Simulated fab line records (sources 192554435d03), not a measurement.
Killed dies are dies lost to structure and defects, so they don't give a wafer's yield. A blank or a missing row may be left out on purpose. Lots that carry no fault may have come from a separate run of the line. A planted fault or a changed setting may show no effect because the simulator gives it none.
Split-lot study ; flow n5Finfet ; route with 1938 steps; 7 lots, 21 wafers read

== ABOUT THE SPLIT ==
At N5_SDB_COAT_03 (time 60 s, resist thk 100 nm), the setting spinRpm was moved away from the recipe's 1500 rpm on 7 of the 21 wafers read, by -7.3% to +9.9%. All remaining wafers had this setting at the recipe value.

== FROM THE SPLIT TO THE READING: what the file shows between them, 8 steps ==
- N5_SDB_COAT_04: time 60 s, resist thk 18 nm (also split here: timeS)
- N5_SDB_COAT_05: resist thk 90 nm
- N5_SDB_EBR_07
- N5_SDB_DESCUM_16: chemistry O2, time 7.9 s
- N5_SDB_ETCH_17: etches SiARC in CF4, target depth 23.4 nm, time 39 s
- N5_SDB_ETCH_18: etches SOC in N2/H2, target depth 100 nm, overetch 20 nm, time 150 s
- N5_SDB_STRIP_19: strips in N2/H2
- N5_SDB_STRIP_21: strips in CF4

== THE READING ==
SOC_of_SDB_COAT_03.thkNm (the simulator's own value, which no gauge read), in nm, at N5_SDB_HM_OPEN_20 (chemistry CH3F/O2, target SiNx, stops on poly-Si, target depth 24 nm). The file does not state a usual value for it. Average 83.8 nm, standard deviation 0.27 nm, over the 14 wafers here run with the recipe.

wafer;tool, chamber at the split;spinRpm as run, rpm;against the recipe;SOC_of_SDB_COAT_03.thkNm, nm;against lot-mates on the recipe
L076.2;lithoTrack-01, 0;1500;recipe;84;-
L076.3;lithoTrack-01, 0;1500;recipe;83.6;-
L076.6;lithoTrack-01, 0;1634;+8.9%;79.2;-4.6
L084.1;lithoTrack-02, 0;1500;recipe;84;-
L084.6;lithoTrack-02, 0;1500;recipe;84;-
L084.5;lithoTrack-02, 0;1500;recipe;83.6;-
L088.1;lithoTrack-01, 0;1500;recipe;83.6;-
L088.5;lithoTrack-01, 0;1500;recipe;83.6;-
L088.4;lithoTrack-01, 0;1500;recipe;83.8;-
L089.2;lithoTrack-01, 0;1500;recipe;83.4;-
L089.6;lithoTrack-01, 0;1500;recipe;83.4;-
L089.5;lithoTrack-01, 0;1500;recipe;83.6;-
L090.3;lithoTrack-02, 0;1648;+9.9%;79.6;-4.8
L090.5;lithoTrack-02, 0;1648;+9.9%;79.8;-4.6
L090.6;lithoTrack-02, 0;1500;recipe;84.4;-
L093.2;lithoTrack-05, 0;1500;recipe;84;-
L093.4;lithoTrack-05, 0;1558;+3.9%;82;-2.0
L093.5;lithoTrack-05, 0;1558;+3.9%;82;-2.0
L094.2;lithoTrack-01, 0;1390;-7.3%;88.6;+5.0
L094.4;lithoTrack-01, 0;1390;-7.3%;87.8;+4.2
L094.6;lithoTrack-01, 0;1500;recipe;83.6;-

FIT RESULTS
A straight line over all 21 wafers: SOC_of_SDB_COAT_03.thkNm changes by -0.493 nm for each +1% of spinRpm; r = -0.98; the points scatter about the line by 0.43 nm.
The same after taking each lot's own level away (the mean of its wafers on the recipe; 21 wafers): -0.533 nm for each +1%; r = -0.99; scatter 0.31 nm.
On that fit, the largest move of spinRpm shifts the reading by 5.3 nm.
From 83.47 to 84.40 nm: that is the span of the lots' own levels, equal to 3.4 times the standard deviation above.
So the lot-to-lot level changes the slope little: the two slopes agree.
Check: for one of the wafers moved furthest among these (+9.9%), held out of the fit, the line's prediction against its lot-mates is -5.24 nm. It came out at -4.8 nm against them.

== ADDITIONAL SPLITS CARRIED BY THESE WAFERS ==
Before the reading, these wafers also passed through other splits. Each is held against what the fit with the lots' levels taken away leaves over:
other split on the same wafers;wafers away from the commonest value;r with SOC_of_SDB_COAT_03.thkNm (lot level and that fit taken away)
N5_SDB_COAT_04 timeS;5;+0.12

== THE WHOLE CHAIN: every reading that the file lists as answering this split, in the file's order ==
step;what it does;reading;change (the file's fit);r (the file's)
N5_SDB_COAT_03;time 60 s, resist thk 100 nm;SOC_of_SDB_COAT_03.thkNm (the simulator's own value, which no gauge read);-0.494 nm for each +1% of the setting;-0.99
N5_SDB_ETCH_18;etches SOC in N2/H2, target depth 100 nm, overetch 20 nm, time 150 s;etch.depthNm (the simulator's own value, which no gauge read);-0.497 nm for each +1% of the setting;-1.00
N5_SDB_HM_OPEN_20;chemistry CH3F/O2, target SiNx, stops on poly-Si, target depth 24 nm;SOC_of_SDB_COAT_03.thkNm (the simulator's own value, which no gauge read);-0.524 nm for each +1% of the setting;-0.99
N5_SDB_STRIP_22;strips in N2/H2;stripTimeToEndpointS;withheld for each +1% of the setting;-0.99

== THE FILE'S OWN FIT ==
SOC_of_SDB_COAT_03.thkNm changes by -0.524 nm for each +1% of spinRpm, r = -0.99.
